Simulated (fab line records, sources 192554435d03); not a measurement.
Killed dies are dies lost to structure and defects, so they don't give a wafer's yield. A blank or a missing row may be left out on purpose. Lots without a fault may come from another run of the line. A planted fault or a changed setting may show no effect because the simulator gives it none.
Chamber matching | flow n5_finfet | N5_ILD0_CMP_03 on cmp-04: 4 sister chambers
The step polishes, stops on SiNx, t overpolish 1.9 s, target thk 197.38 nm. 16 wafers are shown with their chamber, then 8 later ones without.

WAFERS WITH THEIR CHAMBER
wafer  | chamber | motor_current_A (A) | edge_zone_pressure_frac | time_to_endpoint_s (s)
L076.1 | 0       | 12.0                | 1.003                   | 70.2
L076.3 | 2       | 12.8                | 1.006                   | 68.8
L076.4 | 1       | 12.6                | 0.998                   | 69.6
L077.1 | 3       | 12.3                | 0.996                   | 69.7
L077.3 | 1       | 12.6                | 0.993                   | 70.0
L077.6 | 3       | 12.2                | 0.997                   | 71.5
L081.1 | 1       | 12.5                | 1.004                   | 66.9
L081.2 | 0       | 11.8                | 0.997                   | 70.5
L081.5 | 3       | 12.4                | 1.000                   | 71.5
L083.4 | 2       | 13.4                | 1.006                   | 69.4
L083.5 | 0       | 11.8                | 1.003                   | 67.5
L083.6 | 1       | 12.3                | 1.005                   | 69.8
L087.1 | 3       | 12.2                | 0.994                   | 71.2
L087.2 | 0       | 10.8                | 0.994                   | 67.8
L087.6 | 3       | 11.7                | 0.999                   | 71.2
L090.3 | 3       | 11.8                | 1.006                   | 70.0

SIGNATURES (means of the wafers above)
reading                 | chamber 0 | chamber 1 | chamber 2 | chamber 3 | scatter within a chamber
motor_current_A         | 11.600    | 12.500    | 13.100    | 12.100    | 0.356
edge_zone_pressure_frac | 0.99925   | 1.00000   | 1.00600   | 0.99867   | 0.00449
time_to_endpoint_s      | 69.000    | 69.075    | 69.100    | 70.850    | 1.19
Rule: a wafer's distance from a chamber is the root of the sum, over the readings, of the square of ((its reading less the chamber's mean) divided by the reading's scatter). The wafer belongs to the nearest chamber; if the next one is less than 2 further off, it can't be placed. The scatter: the root of (the sum of the squares of (reading less its chamber's mean) over the shown wafers, divided by (wafers less chambers)).

WAFERS WITHOUT THEIR CHAMBER
wafer  | motor_current_A (A) | edge_zone_pressure_frac | time_to_endpoint_s (s)
L090.4 | 12.3                | 0.996                   | 68.9
L090.5 | 12.1                | 0.992                   | 72.6
L091.2 | 12.0                | 1.006                   | 70.6
L091.4 | 12.0                | 1.002                   | 68.5
L091.6 | 12.9                | 1.004                   | 68.5
L093.1 | 12.0                | 0.997                   | 71.0
L093.4 | 11.6                | 1.001                   | 75.4
L093.6 | 11.8                | 1.009                   | 73.1

WHICH CHAMBER EACH WENT THROUGH
wafer  | from the rows above               | in truth
L090.4 | can't be placed: 1 or 3 or 0      | 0
L090.5 | can't be placed: 3 or 1 or 0      | 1
L091.2 | can't be placed: 3 or 0 or 1 or 2 | 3
L091.4 | can't be placed: 0 or 1 or 3 or 2 | 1
L091.6 | can't be placed: 2 or 1           | 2
L093.1 | can't be placed: 3 or 0 or 1      | 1
L093.4 | can't be placed: 3 or 0 or 1      | 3
L093.6 | can't be placed: 3 or 0 or 1 or 2 | 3
Placed correctly: 0 of 8. Can't be placed from these rows: 8 (the true chamber is among the candidates in 8). Placed wrongly: 0.
